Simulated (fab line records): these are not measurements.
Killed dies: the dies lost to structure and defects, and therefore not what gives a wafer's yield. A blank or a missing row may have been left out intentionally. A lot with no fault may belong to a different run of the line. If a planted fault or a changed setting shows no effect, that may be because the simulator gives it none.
Matching of chambers / flow n5-finfet / pecvd-03 running N5_BEOL_M0_SAQP_PECVD_03: 3 sister chambers
The step deposits SiCN from 3MS/NH3, target thk 12 nm, time 21.1 s. 3 wafers are shown with their chamber, then 9 later ones without.

== WAFERS PAIRED WITH THEIR CHAMBERS ==
wafer=L093.2; chamber=1; showerhead-vpp-V (V)=844
wafer=L093.4; chamber=2; showerhead-vpp-V (V)=785
wafer=L093.6; chamber=0; showerhead-vpp-V (V)=833

== WAFERS WITH NO CHAMBER GIVEN ==
wafer=L094.3; showerhead-vpp-V (V)=785
wafer=L094.5; showerhead-vpp-V (V)=835
wafer=L094.6; showerhead-vpp-V (V)=797
wafer=L095.1; showerhead-vpp-V (V)=822
wafer=L095.3; showerhead-vpp-V (V)=840
wafer=L095.6; showerhead-vpp-V (V)=799
wafer=L096.1; showerhead-vpp-V (V)=857
wafer=L096.4; showerhead-vpp-V (V)=839
wafer=L096.5; showerhead-vpp-V (V)=794

== CHAMBER TAKEN BY EACH ==
wafer=L094.3; from the rows above=2; in truth=2
wafer=L094.5; from the rows above=can't be placed: 0 or 1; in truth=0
wafer=L094.6; from the rows above=2; in truth=2
wafer=L095.1; from the rows above=can't be placed: 0 or 1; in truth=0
wafer=L095.3; from the rows above=can't be placed: 1 or 0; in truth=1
wafer=L095.6; from the rows above=2; in truth=2
wafer=L096.1; from the rows above=can't be placed: 1 or 0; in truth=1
wafer=L096.4; from the rows above=can't be placed: 1 or 0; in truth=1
wafer=L096.5; from the rows above=2; in truth=2
Correctly placed: 4 of 9. Unplaceable from these rows: 5, with the true chamber sitting among the candidates in 5. Wrongly placed: 0.
How it was worked out, from the rows above alone: a wafer's distance from a chamber is the root of the sum, over the readings, of the square of ((its reading less the chamber's mean) divided by the reading's scatter). If the next closest chamber is less than 2 further off than the closest, the wafer can't be placed; otherwise it belongs to the closest. The mean given for a chamber averages the wafers shown for that chamber. The scatter: with one shown wafer a chamber, the root of the mean of the squares of how far each hidden wafer lies from its nearest shown one.
